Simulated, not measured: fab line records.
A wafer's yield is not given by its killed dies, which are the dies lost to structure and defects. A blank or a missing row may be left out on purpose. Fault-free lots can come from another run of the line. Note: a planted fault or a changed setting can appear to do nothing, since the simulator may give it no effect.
Matching of chambers    flow nand harc    NHARC_P_GATE_DESCUM_61 on rie diel-12: 4 sister chambers
The step chemistry O2, time 3 s. 20 wafers are shown with their chamber, then 10 later ones without.

WAFERS, EACH WITH ITS CHAMBER
wafer   chamber  drypump motor current A (A)  throttle valve pct (%)  rf vpp V (V)
L076.1  3        6.2                          11.327                  58.1
L076.4  2        5.9                          11.317                  57.6
L076.5  0        6.1                          11.303                  57.0
L077.2  3        6.2                          11.308                  56.7
L077.4  2        5.8                          11.316                  56.5
L077.6  3        6.2                          11.318                  56.6
L078.1  1        5.3                          11.314                  57.8
L078.2  2        5.8                          11.293                  56.3
L078.3  0        6.0                          11.301                  57.5
L080.1  3        6.2                          11.308                  55.8
L080.2  1        5.3                          11.315                  57.1
L080.6  2        5.9                          11.314                  57.9
L082.1  1        5.3                          11.307                  56.9
L082.2  2        5.8                          11.308                  57.5
L082.3  0        6.0                          11.323                  58.1
L085.1  1        5.3                          11.323                  57.2
L085.4  3        6.2                          11.312                  56.2
L085.5  0        6.0                          11.299                  56.5
L090.1  0        6.0                          11.310                  56.5
L090.3  2        5.8                          11.327                  56.5

SIGNATURES (averages over the wafers above)
reading                  chamber 0  chamber 1  chamber 2  chamber 3  scatter within a chamber
drypump motor current A  6.020      5.300      5.833      6.200      0.0365
throttle valve pct       11.30720   11.31475   11.31250   11.31460   0.0094
rf vpp V                 57.120     57.250     57.050     56.680     0.696
Rule: for a wafer and a chamber, the distance is found by dividing, reading by reading, the gap between the wafer's reading and the chamber's mean by the reading's scatter, squaring, summing and taking the root. The wafer belongs to the nearest chamber; if the next one is less than 2 further off, it can't be placed. The scatter: the root of (the sum of the squares of (reading less its chamber's mean) over the shown wafers, divided by (wafers less chambers)).

WAFERS WHOSE CHAMBER IS MISSING
wafer   drypump motor current A (A)  throttle valve pct (%)  rf vpp V (V)
L090.6  5.8                          11.327                  58.0
L092.2  5.3                          11.316                  57.2
L092.3  6.2                          11.328                  56.7
L092.4  6.0                          11.314                  56.2
L093.1  6.2                          11.310                  58.1
L093.3  5.3                          11.322                  57.4
L093.4  5.8                          11.311                  56.9
L094.1  5.3                          11.312                  57.9
L094.3  6.2                          11.315                  58.1
L094.6  5.3                          11.328                  57.3

EACH ONE'S CHAMBER
wafer   from the rows above  in truth
L090.6  2                    2
L092.2  1                    1
L092.3  3                    3
L092.4  0                    0
L093.1  3                    3
L093.3  1                    1
L093.4  2                    2
L094.1  1                    1
L094.3  3                    3
L094.6  1                    1
Correctly placed: 10 of 10. From these rows, 0 cannot be placed. Number placed wrongly: 0.
